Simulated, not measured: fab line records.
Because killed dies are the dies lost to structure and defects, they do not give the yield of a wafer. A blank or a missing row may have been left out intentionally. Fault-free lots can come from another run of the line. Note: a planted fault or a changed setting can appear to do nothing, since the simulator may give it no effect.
The same fault as seen by 3 desks + flow nand harc + what lay behind the numbers comes last; until then each desk has only its own

## FROM THE METROLOGY DESK
Means of the sampled wafers that have a number, per lot and without regard to the tool the lot ran on: this is what the gauges read. Marked OUT: a lot whose mean sits more than 4 standard deviations from the usual mean, which makes it out of limits; the brackets give that distance.
Columns: A = cd nm at NHARC_A_CONTACT_CD_MEAS_42, usual 300.0 nm
| lot  | first seen here | A     |
|------|-----------------|-------|
| L617 | day 22 04:25    | 300.3 |
| L618 | day 22 04:35    | 300.7 |
| L615 | day 22 04:46    | 299.7 |
| L619 | day 23 08:01    | 300.5 |
| L625 | day 25 22:50    | 300.1 |
| L628 | day 26 08:08    | 300.2 |
| L632 | day 28 14:44    | 299.8 |
| L635 | day 29 13:56    | 300.0 |
| L633 | day 29 14:05    | 300.1 |
| L634 | day 29 19:24    | 300.6 |
| L636 | day 30 14:39    | 299.9 |
| L637 | day 30 15:56    | 299.2 |
| L638 | day 31 00:23    | 300.0 |
This desk found nothing out of limits on any of the 13 lots.

## DESK OF THE TOOL OWNER: pecvd-01
The tool's own readings at NHARC_A_CONTACT_DEP_29 (deposits SiON, target thk 100 nm): means of the sampled wafers that have a number, for each lot that ran on this tool. Marked OUT: a lot whose mean sits more than 4 standard deviations from the usual mean, which makes it out of limits; the brackets give that distance.
Columns: A = heater power w at NHARC_A_CONTACT_DEP_29, usual 740 W
| lot  | first seen here | A   |
|------|-----------------|-----|
| L625 | day 25 22:07    | 744 |
| L628 | day 26 07:28    | 791 |
| L637 | day 30 15:13    | 819 |
| L638 | day 30 23:40    | 709 |
This desk found nothing out of limits on any of the 4 lots.

## THE DEFECT DESK
What the inspections along the route counted, lot by lot: means of the sampled wafers that have a number. Marked OUT: a lot whose mean sits more than 4 standard deviations from the usual mean, which makes it out of limits; the brackets give that distance.
Columns: A = raw defect count at NHARC_A_CONTACT_INSPECT_44, usual 71
| lot  | first seen here | A             |
|------|-----------------|---------------|
| L617 | day 22 04:33    | 64            |
| L618 | day 22 04:43    | 63            |
| L615 | day 22 04:53    | 26            |
| L619 | day 23 08:08    | 111           |
| L625 | day 25 22:58    | 744 (+17) OUT |
| L628 | day 26 08:16    | 675 (+15) OUT |
| L632 | day 28 14:53    | 38            |
| L635 | day 29 14:03    | 114           |
| L633 | day 29 14:13    | 31            |
| L634 | day 29 19:32    | 31            |
| L636 | day 30 14:46    | 64            |
| L637 | day 30 16:04    | 83            |
| L638 | day 31 00:31    | 62            |
Finding of this desk: L625, L628 out of limits; the first was L625 at day 25 22:58, on raw defect count at NHARC_A_CONTACT_INSPECT_44. L617, L618, L615, L619, L632, L635, L633, L634, L636, L637, L638 stayed within limits.

## TAKEN TOGETHER
The defect desk could have raised an alarm at day 25 22:58, on L625, L628.
The metrology desk saw nothing out of limits.
Nothing out of limits was seen by the tool owner's desk.
The metrology desk has L625, L628 on record, within its limits.
On record at the tool owner's desk: L625, L628, within its limits.
NHARC_A_CONTACT_DEP_29 was run on pecvd-01 by each of the lots named.

## WHAT HAD BEEN PUT IN BY THE SIMULATOR
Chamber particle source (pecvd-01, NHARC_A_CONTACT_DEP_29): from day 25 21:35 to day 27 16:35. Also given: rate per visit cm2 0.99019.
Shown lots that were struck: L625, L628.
Hours from the fault's start to each desk's first reading out of limits: the defect desk, 1.
